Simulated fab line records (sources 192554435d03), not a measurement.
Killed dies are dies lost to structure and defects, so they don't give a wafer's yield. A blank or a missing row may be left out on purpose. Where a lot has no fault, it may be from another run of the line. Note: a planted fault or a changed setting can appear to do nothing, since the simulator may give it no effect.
fab line records ; flow n5_finfet ; part 1 of 2: steps 1 to 4 of 6
record lots=20; wafers=60; last_day=18
route steps=1938 shown BEOL_M8@1378 BEOL_M9@1405
lots that met no fault: taken from a fault-free run of the same line
start_h: hours from the record's opening day to when the first of the lot's shown wafers began ; wait_h: hours from the lot's prior step to this one ; " the same as in the row above ; L1.1+2: a row that stands for several wafers ; - no value present, or no start provided ; * or withheld: withheld ; < > ~ a bound
route shown NAME@n: a module of which the file shows steps, and the number in the route of the first ; usual: mean and standard deviation over wafers with no fault ; same: alike in all rows ; chamber/n: place in a boat ; sites: each site's reading ; _std_site: how widely they spread, as a standard deviation ; _edge_site: mean of outer sites minus mean of inner sites ; radius_mm: for every site, how far away it sits from the centre of the wafer ; mask NAME#n: copy n ; behind: the tool/chamber that last shaped the wafer ; hold: why the lot was held/for how many hours/how that ended ; device: whichever transistor did not switch (one of n, p or np) ; end of line: the same wafers' tests at the end of the route ; for a step that has no rows: nothing shown but its recipe ; killed: not the wafer's yield, but the dies lost to structure and defects at the first sort ; map: a wafer's dies, x killed, . not, _ none there
set.NAME: the setting that was run; set.NAME@STEP: the one run at that earlier step ; model.NAME: the simulator's own value behind a step, which no gauge read
steps of the route over a sample of lots; a table a step, a row a wafer
services: the hour from which a tool's chamber was out of use, counted from the record's first day as start_h (under 0 if before that day), plus the number of hours and why
## steps
# step N5_BEOL_M8_ETCH_41
# recipe chemistry=CH3F/O2; target=SiCN; target_depth_a=319; taper_deg=2; time_s=57.8; ion_energy_ev=120; mask_material=TiN; pressure_mtorr=30; source_w=395; bias_w=75; Ar_flow_sccm=150; CH3F_flow_sccm=30; O2_flow_sccm=20
# usual chamber_pressure_mTorr=30.000/0.027; drypump_motor_current_A=5.8/0.41; mfc_ar_sccm=150.0/0.48; oes_product_au=0.78/0.091; rf_vpp_V=297.4/1.5; showerhead_plenum_p_Torr=2.00/0.069; throttle_valve_pct=16.41/0.27
lot.wafer;tool;chamber;start_h;wait_h;chamber_pressure_mTorr;drypump_motor_current_A;mfc_ar_sccm;oes_product_au;rf_hours_counter_h;rf_vpp_V;showerhead_plenum_p_Torr;throttle_valve_pct
L074.3;rie_diel-01;1;-;-;29.985;6.5;149.8;0.93;-;297.0;2.05;15.76
L074.4;rie_diel-01;2;-;-;29.958;5.7;149.4;0.75;-;298.4;2.06;16.69
L074.6;rie_diel-01;1;-;-;30.013;6.5;150.3;0.93;-;299.6;2.05;15.75
L075.1;rie_diel-05;0;-;-;30.049;6.4;149.4;0.74;177;296.2;1.93;16.48
L075.3;rie_diel-05;1;-;-;29.969;4.8;150.0;0.67;223;299.9;2.07;16.83
L075.5;rie_diel-05;0;-;-;29.995;6.4;149.8;0.74;-;296.6;1.93;16.49
L079.1;rie_diel-02;1;-;-;29.957;5.9;150.6;0.71;169;295.9;1.90;16.30
L079.4;rie_diel-02;1;-;-;29.964;5.8;149.8;0.71;-;295.8;1.90;16.32
L079.6;rie_diel-02;0;-;-;30.052;5.3;150.0;0.71;-;296.0;1.98;16.70
L078.2;rie_diel-02;2;-;-;30.023;5.8;150.0;0.78;114;296.4;2.03;16.45
L078.3;rie_diel-02;1;-;-;30.047;5.8;150.5;0.72;169;295.2;1.90;16.30
L078.6;rie_diel-02;0;-;-;29.971;5.3;149.9;0.71;-;296.6;1.98;16.68
L080.4;rie_diel-01;3;-;-;30.022;5.7;149.3;0.74;198;298.7;1.97;16.38
L080.5;rie_diel-01;2;-;-;30.015;5.7;150.2;0.74;-;298.9;2.06;16.73
L080.6;rie_diel-01;3;-;-;30.000;5.7;150.3;0.74;-;297.3;1.97;16.36
L082.2;rie_diel-01;1;-;-;30.088;6.5;150.1;0.88;27;299.0;2.04;15.81
L082.4;rie_diel-01;3;-;-;29.989;5.8;149.6;0.73;202;298.1;1.97;16.38
L082.5;rie_diel-01;0;-;-;29.940;6.3;149.4;0.93;-;300.5;2.15;16.46
L081.3;rie_diel-05;3;-;-;30.006;5.6;149.4;0.97;1;299.0;2.05;15.89
L081.5;rie_diel-05;0;-;-;30.012;6.3;150.1;0.72;-;296.3;1.92;16.50
L081.6;rie_diel-05;3;-;-;30.007;5.7;148.7;0.96;-;297.8;2.05;15.88
L083.1;rie_diel-01;2;-;-;29.974;5.7;149.7;0.73;214;300.1;2.05;16.74
L083.4;rie_diel-01;2;-;-;30.017;5.7;150.3;0.73;-;298.5;2.05;16.73
L083.6;rie_diel-01;0;-;-;29.951;6.2;151.3;0.94;-;301.1;2.15;16.47
L084.1;rie_diel-02;0;-;-;30.008;5.3;150.3;0.69;230;296.6;1.97;16.70
L084.4;rie_diel-02;0;-;-;29.985;5.3;149.7;0.70;-;298.1;1.97;16.71
L084.6;rie_diel-02;1;-;-;30.053;5.8;150.0;0.71;-;296.9;1.90;16.33
L087.1;rie_diel-01;1;-;-;29.989;6.6;149.2;0.86;34;299.0;2.04;15.79
L087.3;rie_diel-01;0;-;-;29.993;6.3;150.1;0.92;29;299.8;2.15;16.49
L087.5;rie_diel-01;3;-;-;29.958;5.7;149.4;0.72;-;297.4;1.97;16.41
L086.2;rie_diel-02;3;-;-;29.995;5.9;150.2;0.86;57;296.4;1.94;16.31
L086.3;rie_diel-02;1;-;-;30.009;5.8;150.0;0.70;190;295.2;1.90;16.34
L086.4;rie_diel-02;0;-;-;29.994;5.3;150.2;0.69;239;297.8;1.97;16.74
L089.1;rie_diel-01;2;-;-;29.982;5.7;150.3;0.72;229;298.5;2.05;16.78
L089.5;rie_diel-01;1;-;-;29.948;6.5;149.8;0.87;-;296.8;2.04;15.83
L089.6;rie_diel-01;2;-;-;29.999;5.7;150.5;0.73;-;299.1;2.05;16.76
L088.1;rie_diel-05;2;-;-;29.980;5.9;150.4;0.69;252;296.9;1.96;16.45
L088.4;rie_diel-05;2;-;-;30.015;5.8;150.9;0.68;-;296.1;1.96;16.47
L088.5;rie_diel-05;3;-;-;29.963;5.6;149.9;0.90;-;297.8;2.04;15.93
L092.1;rie_diel-02;1;-;-;30.051;5.9;149.6;0.70;200;294.7;1.89;16.36
L092.2;rie_diel-02;0;-;-;29.979;5.3;149.9;0.68;247;295.8;1.97;16.75
L092.3;rie_diel-02;3;-;-;30.007;5.9;150.2;0.86;66;296.5;1.94;16.32
L093.1;rie_diel-02;3;-;-;30.008;5.9;149.8;0.85;67;296.9;1.94;16.32
L093.3;rie_diel-02;1;-;-;30.053;5.9;149.3;0.70;200;295.7;1.89;16.37
L093.4;rie_diel-02;2;-;-;30.023;5.8;149.9;0.76;145;297.9;2.01;16.51
L091.1;rie_diel-02;3;-;-;29.972;5.9;149.4;0.84;76;296.4;1.94;16.34
L091.2;rie_diel-02;2;-;-;29.988;5.7;151.0;0.75;154;297.9;2.01;16.53
L091.4;rie_diel-02;1;-;-;30.012;5.9;150.7;0.69;-;295.3;1.89;16.39
L094.3;rie_diel-02;2;-;-;29.987;5.8;150.5;0.74;155;297.8;2.01;16.51
L094.4;rie_diel-02;1;-;-;30.007;5.8;149.7;0.68;-;295.0;1.89;16.39
L094.6;rie_diel-02;3;-;-;29.992;5.9;150.5;0.85;-;295.5;1.94;16.35
L096.3;rie_diel-02;3;-;-;30.001;5.9;150.1;0.84;77;296.9;1.94;16.34
L096.5;rie_diel-02;2;-;-;30.002;5.7;149.6;0.73;-;297.3;2.01;16.53
L096.6;rie_diel-02;3;-;-;30.002;5.9;150.5;0.83;-;297.7;1.94;16.33
L095.2;rie_diel-05;3;-;-;29.987;5.6;149.4;0.87;39;297.9;2.04;15.98
L095.5;rie_diel-05;1;-;-;30.004;4.8;150.7;0.95;-;299.3;2.06;16.36
L095.6;rie_diel-05;0;-;-;29.980;6.4;150.1;0.70;-;294.5;1.91;16.57
L097.2;rie_diel-05;0;-;-;29.987;6.4;149.2;0.70;227;297.8;1.91;16.59
L097.3;rie_diel-05;3;-;-;30.017;5.6;150.0;0.87;41;297.6;2.04;15.97
L097.5;rie_diel-05;0;-;-;29.983;6.4;149.2;0.70;-;295.3;1.91;16.57
# step N5_BEOL_M8_STRIP_80
# recipe chemistry=N2/H2; time_s=10; power_w=450; temp_c=40; pressure_mtorr=20; rf_frequency_hz=6e+07; bias_power_w=7; n2_flow_sccm=200; h2_flow_sccm=200
# usual chamber_pressure_mTorr=20.001/0.021; drypump_motor_current_A=5.8/0.4; oes_product_au=0.78/0.086; rf_vpp_V=59.2/0.91; showerhead_plenum_p_Torr=2.55/0.079; temp_c=39.99/0.099; throttle_valve_pct=23.8/0.39
lot.wafer;tool;chamber;start_h;wait_h;chamber_pressure_mTorr;drypump_motor_current_A;oes_product_au;rf_hours_counter_h;rf_vpp_V;showerhead_plenum_p_Torr;temp_c;throttle_valve_pct
L074.3;rie_diel-01;1;-;-;19.987;6.5;0.92;-;57.6;2.63;39.93;23.2
L074.4;rie_diel-01;2;-;-;20.031;5.7;0.74;-;57.4;2.63;40.07;24.2
L074.6;rie_diel-01;1;-;-;20.007;6.5;0.92;-;59.5;2.63;40.10;23.2
L075.1;rie_diel-05;0;-;-;20.007;6.4;0.75;177;58.9;2.44;40.02;23.7
L075.3;rie_diel-05;1;-;-;19.990;4.7;0.67;223;60.9;2.61;40.00;24.3
L075.5;rie_diel-05;0;-;-;19.973;6.4;0.74;-;58.1;2.44;39.98;23.7
L079.1;rie_diel-02;1;-;-;20.039;5.8;0.72;169;58.9;2.46;40.08;24.1
L079.4;rie_diel-02;1;-;-;20.001;5.9;0.73;-;59.3;2.46;40.11;24.1
L079.6;rie_diel-02;0;-;-;20.003;5.3;0.72;-;58.7;2.52;40.02;24.5
L078.2;rie_diel-02;2;-;-;19.979;5.7;0.79;114;59.2;2.57;40.00;23.7
L078.3;rie_diel-02;1;-;-;19.986;5.9;0.72;169;57.4;2.46;40.03;24.1
L078.6;rie_diel-02;0;-;-;20.036;5.3;0.72;-;60.8;2.52;39.87;24.5
L080.4;rie_diel-01;3;-;-;20.034;5.7;0.74;198;59.8;2.52;40.25;23.8
L080.5;rie_diel-01;2;-;-;20.009;5.7;0.73;-;59.7;2.62;40.03;24.2
L080.6;rie_diel-01;3;-;-;20.015;5.7;0.74;-;59.5;2.52;39.85;23.8
L082.2;rie_diel-01;1;-;-;19.989;6.5;0.87;28;59.2;2.62;39.92;23.2
L082.4;rie_diel-01;3;-;-;20.128;5.8;0.73;202;59.7;2.52;40.10;23.8
L082.5;rie_diel-01;0;-;-;19.958;6.3;0.94;-;57.8;2.71;40.14;23.8
L081.3;rie_diel-05;3;-;-;19.994;5.6;0.97;1;59.4;2.60;39.78;23.1
L081.5;rie_diel-05;0;-;-;19.966;6.4;0.74;-;59.2;2.44;39.83;23.7
L081.6;rie_diel-05;3;-;-;20.007;5.6;0.98;-;59.7;2.60;39.92;23.1
L083.1;rie_diel-01;2;-;-;20.034;5.7;0.73;214;59.0;2.62;39.96;24.2
L083.4;rie_diel-01;2;-;-;19.975;5.7;0.72;-;57.0;2.62;40.09;24.2
L083.6;rie_diel-01;0;-;-;20.007;6.3;0.92;-;60.4;2.71;39.94;23.8
L084.1;rie_diel-02;0;-;-;19.986;5.3;0.72;230;58.5;2.52;39.97;24.5
L084.4;rie_diel-02;0;-;-;20.035;5.3;0.71;-;59.1;2.52;39.92;24.5
L084.6;rie_diel-02;1;-;-;20.016;5.8;0.72;-;59.5;2.45;40.00;24.1
L087.1;rie_diel-01;1;-;-;20.004;6.5;0.85;34;59.9;2.62;39.96;23.2
L087.3;rie_diel-01;0;-;-;19.987;6.3;0.91;29;58.7;2.71;39.92;23.8
L087.5;rie_diel-01;3;-;-;20.030;5.7;0.72;-;60.6;2.51;39.85;23.8
L086.2;rie_diel-02;3;-;-;20.012;5.9;0.86;57;59.5;2.49;40.02;23.9
L086.3;rie_diel-02;1;-;-;20.006;5.9;0.71;190;57.0;2.45;40.02;24.1
L086.4;rie_diel-02;0;-;-;20.013;5.3;0.71;239;59.0;2.51;39.79;24.5
L089.1;rie_diel-01;2;-;-;20.000;5.7;0.72;229;59.1;2.62;39.99;24.2
L089.5;rie_diel-01;1;-;-;19.980;6.5;0.85;-;59.5;2.61;40.10;23.2
L089.6;rie_diel-01;2;-;-;20.015;5.7;0.72;-;59.9;2.62;39.97;24.2
L088.1;rie_diel-05;2;-;-;20.011;5.9;0.68;252;58.5;2.47;40.13;23.0
L088.4;rie_diel-05;2;-;-;20.015;5.9;0.67;-;59.4;2.47;40.22;23.0
L088.5;rie_diel-05;3;-;-;20.022;5.7;0.90;-;59.3;2.59;40.09;23.2
L092.1;rie_diel-02;1;-;-;19.970;5.8;0.70;200;58.2;2.44;39.88;24.1
L092.2;rie_diel-02;0;-;-;20.024;5.3;0.70;247;59.4;2.51;40.12;24.5
L092.3;rie_diel-02;3;-;-;19.992;5.9;0.85;66;58.2;2.48;39.97;23.9
L093.1;rie_diel-02;3;-;-;20.000;5.9;0.85;67;59.7;2.48;39.85;23.9
L093.3;rie_diel-02;1;-;-;20.017;5.9;0.71;200;58.9;2.45;39.89;24.1
L093.4;rie_diel-02;2;-;-;20.031;5.7;0.76;145;59.4;2.56;39.99;23.7
L091.1;rie_diel-02;3;-;-;20.027;5.9;0.84;76;59.9;2.48;40.04;23.9
L091.2;rie_diel-02;2;-;-;19.980;5.8;0.74;155;61.0;2.55;39.99;23.7
L091.4;rie_diel-02;1;-;-;19.982;5.9;0.70;-;60.5;2.44;40.04;24.1
L094.3;rie_diel-02;2;-;-;20.010;5.7;0.75;155;59.1;2.55;40.09;23.7
L094.4;rie_diel-02;1;-;-;20.018;5.8;0.69;-;59.8;2.44;39.91;24.1
L094.6;rie_diel-02;3;-;-;19.979;5.9;0.83;-;58.1;2.48;40.10;23.9
L096.3;rie_diel-02;3;-;-;19.976;5.9;0.84;77;59.0;2.48;39.97;23.9
L096.5;rie_diel-02;2;-;-;20.018;5.8;0.75;-;58.2;2.55;40.08;23.7
L096.6;rie_diel-02;3;-;-;20.011;5.9;0.84;-;58.6;2.48;39.91;23.9
L095.2;rie_diel-05;3;-;-;20.004;5.7;0.87;39;58.6;2.59;40.08;23.2
L095.5;rie_diel-05;1;-;-;19.994;4.8;0.95;-;59.6;2.59;39.93;23.8
L095.6;rie_diel-05;0;-;-;19.994;6.3;0.71;-;59.0;2.42;39.85;23.8
L097.2;rie_diel-05;0;-;-;20.002;6.4;0.71;227;60.1;2.42;39.97;23.8
L097.3;rie_diel-05;3;-;-;19.991;5.6;0.87;41;61.9;2.58;39.95;23.2
L097.5;rie_diel-05;0;-;-;19.961;6.4;0.70;-;57.6;2.42;40.16;23.8
# step N5_BEOL_M9_HM_DEP_02
# recipe material=TiN; target_thk_a=200; temp_c=25; chamber_pressure_pa=0.49996
# usual throttle_valve_pct=29.8/0.84
lot.wafer;tool;chamber;start_h;wait_h;throttle_valve_pct
L074.3;pvd_sputter-02;-;218.55;0.1;30.0
L074.4;pvd_sputter-02;-;218.55;0.1;30.2
L074.6;pvd_sputter-02;-;218.55;0.1;29.7
L075.1;pvd_sputter-02;-;229.12;3.0;30.5
L075.3;pvd_sputter-02;-;229.12;3.0;29.8
L075.5;pvd_sputter-02;-;229.12;3.0;30.4
L079.1;pvd_sputter-03;-;256.29;1.1;29.4
L079.4;pvd_sputter-03;-;256.29;1.1;30.6
L079.6;pvd_sputter-03;-;256.29;1.1;30.9
L078.2;pvd_sputter-01;-;256.39;0.5;30.7
L078.3;pvd_sputter-01;-;256.39;0.5;30.0
L078.6;pvd_sputter-01;-;256.39;0.5;30.5
L080.4;pvd_sputter-02;-;259.98;0.6;30.4
L080.5;pvd_sputter-02;-;259.98;0.6;29.9
L080.6;pvd_sputter-02;-;259.98;0.6;30.1
L082.2;pvd_sputter-02;-;269.62;1.2;29.8
L082.4;pvd_sputter-02;-;269.62;1.2;31.0
L082.5;pvd_sputter-02;-;269.62;1.2;29.7
L081.3;pvd_sputter-02;-;269.84;1.2;29.6
L081.5;pvd_sputter-02;-;269.84;1.2;30.2
L081.6;pvd_sputter-02;-;269.84;1.2;29.8
L083.1;pvd_sputter-03;-;272.79;0.5;30.6
L083.4;pvd_sputter-03;-;272.79;0.5;29.2
L083.6;pvd_sputter-03;-;272.79;0.5;31.1
L084.1;pvd_sputter-01;-;279.53;2.6;29.2
L084.4;pvd_sputter-01;-;279.53;2.6;28.2
L084.6;pvd_sputter-01;-;279.53;2.6;28.2
L087.1;pvd_sputter-01;-;295.61;0.9;30.3
L087.3;pvd_sputter-01;-;295.61;0.9;29.0
L087.5;pvd_sputter-01;-;295.61;0.9;30.4
L086.2;pvd_sputter-01;-;297.49;0.8;28.8
L086.3;pvd_sputter-01;-;297.49;0.8;29.8
L086.4;pvd_sputter-01;-;297.49;0.8;30.6
L089.1;pvd_sputter-03;-;310.84;1.7;28.8
L089.5;pvd_sputter-03;-;310.84;1.7;29.3
L089.6;pvd_sputter-03;-;310.84;1.7;30.9
L088.1;pvd_sputter-02;-;314.73;0.1;30.9
L088.4;pvd_sputter-02;-;314.73;0.1;29.6
L088.5;pvd_sputter-02;-;314.73;0.1;30.5
L093.1;pvd_sputter-03;-;326.55;1.1;28.3
L093.3;pvd_sputter-03;-;326.55;1.1;30.8
L093.4;pvd_sputter-03;-;326.55;1.1;28.4
L092.1;pvd_sputter-03;-;326.65;1.0;28.6
L092.2;pvd_sputter-03;-;326.65;1.0;30.4
L092.3;pvd_sputter-03;-;326.65;1.0;30.9
L091.1;pvd_sputter-01;-;345.85;0.6;28.3
L091.2;pvd_sputter-01;-;345.85;0.6;28.9
L091.4;pvd_sputter-01;-;345.85;0.6;30.5
L094.3;pvd_sputter-01;-;349.31;1.8;30.0
L094.4;pvd_sputter-01;-;349.31;1.8;28.8
L094.6;pvd_sputter-01;-;349.31;1.8;28.9
L096.3;pvd_sputter-01;-;349.89;1.4;30.4
L096.5;pvd_sputter-01;-;349.89;1.4;30.4
L096.6;pvd_sputter-01;-;349.89;1.4;29.9
L095.2;pvd_sputter-01;-;354.11;1.6;28.9
L095.5;pvd_sputter-01;-;354.11;1.6;28.8
L095.6;pvd_sputter-01;-;354.11;1.6;30.1
L097.2;pvd_sputter-01;-;360.20;1.4;29.9
L097.3;pvd_sputter-01;-;360.20;1.4;28.6
L097.5;pvd_sputter-01;-;360.20;1.4;30.1
# step N5_BEOL_M9_ETCH_62
# recipe chemistry=N2/H2; target=SOC; target_depth_a=1100; overetch_a=220; mask_material=SiARC; temp_c=40; time_s=165; ion_energy_ev=200; pressure_mtorr=30; source_w=840; bias_w=150; n2_flow_sccm=200; h2_flow_sccm=200
# usual chamber_pressure_mTorr=30.000/0.026; drypump_motor_current_A=5.6/0.42; oes_product_au=0.67/0.071; rf_vpp_V=524.0/2.5; showerhead_plenum_p_Torr=2.55/0.085; temp_c=40.01/0.12; throttle_valve_pct=18.02/0.25
lot.wafer;tool;chamber;start_h;wait_h;chamber_pressure_mTorr;drypump_motor_current_A;oes_product_au;rf_hours_counter_h;rf_vpp_V;showerhead_plenum_p_Torr;temp_c;throttle_valve_pct
L074.3;rie_diel-06;2;219.22;0.0;30.037;6.0;0.59;231;522.6;2.50;40.10;17.91
L074.4;rie_diel-06;1;219.22;0.0;30.047;5.7;0.62;185;523.9;2.53;39.72;18.06
L074.6;rie_diel-06;3;219.22;0.0;30.042;6.2;0.73;-;525.5;2.59;40.19;17.78
L075.1;rie_diel-03;1;229.81;0.0;30.033;5.4;0.74;36;528.5;2.69;40.21;17.81
L075.3;rie_diel-03;0;229.81;0.0;30.043;5.1;0.61;214;522.4;2.53;39.82;18.06
L075.5;rie_diel-03;1;229.81;0.0;29.987;5.4;0.74;-;529.8;2.69;40.16;17.80
L079.1;rie_diel-04;3;257.11;0.0;30.030;5.2;0.71;64;522.6;2.47;40.08;17.85
L079.4;rie_diel-04;0;257.11;0.0;30.039;5.9;0.60;-;523.6;2.54;39.98;18.28
L079.6;rie_diel-04;3;257.11;0.0;30.002;5.2;0.72;-;522.1;2.48;40.00;17.83
L078.2;rie_diel-06;1;257.15;0.0;29.970;5.7;0.62;200;523.8;2.52;39.94;18.06
L078.3;rie_diel-06;2;257.15;0.0;29.993;6.0;0.59;245;523.5;2.49;39.97;17.93
L078.6;rie_diel-06;3;257.15;0.0;29.981;6.2;0.71;-;525.1;2.58;40.13;17.82
L080.4;rie_diel-03;1;260.58;0.0;29.999;5.3;0.72;41;529.1;2.68;40.00;17.81
L080.5;rie_diel-03;1;260.58;0.0;29.979;5.4;0.74;-;526.5;2.68;39.93;17.84
L080.6;rie_diel-03;0;260.58;0.0;30.009;5.1;0.61;-;523.1;2.53;40.02;18.07
L082.2;rie_diel-04;3;270.26;0.0;29.964;5.2;0.71;70;522.0;2.47;40.09;17.85
L082.4;rie_diel-04;1;270.26;0.0;30.030;5.3;0.59;233;522.1;2.50;40.09;17.82
L082.5;rie_diel-04;0;270.26;0.0;30.028;5.9;0.60;-;522.7;2.53;40.15;18.25
L081.3;rie_diel-06;3;270.39;0.0;30.017;6.2;0.71;66;525.2;2.58;40.00;17.83
L081.5;rie_diel-06;1;270.39;0.0;30.000;5.7;0.61;-;523.4;2.52;39.87;18.10
L081.6;rie_diel-06;3;270.39;0.0;29.973;6.2;0.71;-;525.3;2.58;40.03;17.81
L083.1;rie_diel-03;2;273.46;0.0;30.025;5.3;0.74;27;522.0;2.51;40.11;17.46
L083.4;rie_diel-03;0;273.46;0.0;30.028;5.1;0.60;221;522.6;2.53;39.99;18.08
L083.6;rie_diel-03;0;273.46;0.0;30.020;5.1;0.60;-;523.0;2.53;40.09;18.09
L084.1;rie_diel-03;3;280.20;0.0;30.002;6.4;0.72;74;525.0;2.61;39.80;18.42
L084.4;rie_diel-03;1;280.20;0.0;29.981;5.4;0.72;46;526.8;2.68;39.89;17.83
L084.6;rie_diel-03;1;280.20;0.0;30.051;5.4;0.72;-;528.6;2.68;39.93;17.83
L087.1;rie_diel-04;1;296.15;0.0;30.018;5.2;0.58;242;524.4;2.49;40.14;17.83
L087.3;rie_diel-04;0;296.15;0.0;30.008;5.9;0.59;224;522.9;2.53;39.93;18.29
L087.5;rie_diel-04;0;296.15;0.0;29.979;5.9;0.59;-;522.4;2.53;39.93;18.29
L086.2;rie_diel-03;0;298.59;0.0;29.979;5.1;0.60;228;524.9;2.53;39.90;18.09
L086.3;rie_diel-03;3;298.59;0.0;30.001;6.4;0.70;79;524.7;2.61;40.08;18.43
L086.4;rie_diel-03;3;298.59;0.0;30.012;6.4;0.71;-;525.4;2.61;39.94;18.41
L089.1;rie_diel-04;1;311.51;0.0;29.961;5.3;0.58;247;522.9;2.49;40.21;17.84
L089.5;rie_diel-04;0;311.51;0.0;30.010;5.9;0.59;-;523.3;2.53;40.09;18.31
L089.6;rie_diel-04;3;311.51;0.0;30.010;5.1;0.69;-;521.1;2.47;40.15;17.88
L088.1;rie_diel-06;0;315.49;0.0;30.009;5.2;0.67;118;521.9;2.43;39.88;17.59
L088.4;rie_diel-06;2;315.49;0.0;29.969;6.1;0.78;7;522.9;2.49;40.07;17.61
L088.5;rie_diel-06;2;315.49;0.0;29.983;6.1;0.78;-;522.8;2.49;40.03;17.63
L093.1;rie_diel-04;2;327.25;0.0;29.990;5.7;0.79;21;528.9;2.73;40.00;18.18
L093.3;rie_diel-04;0;327.25;0.0;29.950;5.9;0.58;234;522.2;2.53;39.92;18.31
L093.4;rie_diel-04;1;327.25;0.0;30.038;5.3;0.58;251;522.5;2.49;40.15;17.87
L092.1;rie_diel-03;1;327.38;0.0;30.016;5.4;0.70;65;527.9;2.67;39.93;17.85
L092.2;rie_diel-03;3;327.38;0.0;29.986;6.3;0.70;93;523.1;2.60;40.01;18.43
L092.3;rie_diel-03;0;327.38;0.0;29.986;5.1;0.60;239;522.5;2.52;39.87;18.11
L091.1;rie_diel-04;3;347.68;0.0;29.989;5.1;0.68;97;520.8;2.46;40.26;17.89
L091.2;rie_diel-04;0;347.68;0.0;29.933;5.9;0.58;243;523.1;2.52;39.97;18.33
L091.4;rie_diel-04;3;347.68;0.0;29.983;5.1;0.69;-;520.7;2.46;40.14;17.89
L094.3;rie_diel-03;3;350.03;0.0;29.988;6.3;0.69;104;525.4;2.60;39.92;18.45
L094.4;rie_diel-03;1;350.03;0.0;29.962;5.4;0.70;-;529.1;2.67;39.88;17.88
L094.6;rie_diel-03;0;350.03;0.0;30.001;5.1;0.59;-;521.8;2.52;39.85;18.11
L096.3;rie_diel-04;3;350.62;0.0;30.028;5.1;0.68;98;521.1;2.46;39.95;17.90
L096.5;rie_diel-04;2;350.62;0.0;29.990;5.7;0.77;-;528.1;2.72;39.85;18.19
L096.6;rie_diel-04;3;350.62;0.0;29.989;5.1;0.68;-;520.4;2.46;39.90;17.91
L095.2;rie_diel-04;3;355.54;0.0;29.964;5.2;0.68;101;523.8;2.46;40.10;17.89
L095.5;rie_diel-04;2;355.54;0.0;30.020;5.7;0.76;-;527.8;2.72;40.16;18.18
L095.6;rie_diel-04;3;355.54;0.0;29.996;5.2;0.69;-;521.3;2.46;40.11;17.89
L097.2;rie_diel-03;1;360.89;0.0;30.017;5.4;0.69;82;527.5;2.67;39.93;17.88
L097.3;rie_diel-03;3;360.89;0.0;29.995;6.4;0.68;110;524.5;2.60;40.13;18.46
L097.5;rie_diel-03;0;360.89;0.0;29.994;5.1;0.58;-;521.1;2.52;39.89;18.14
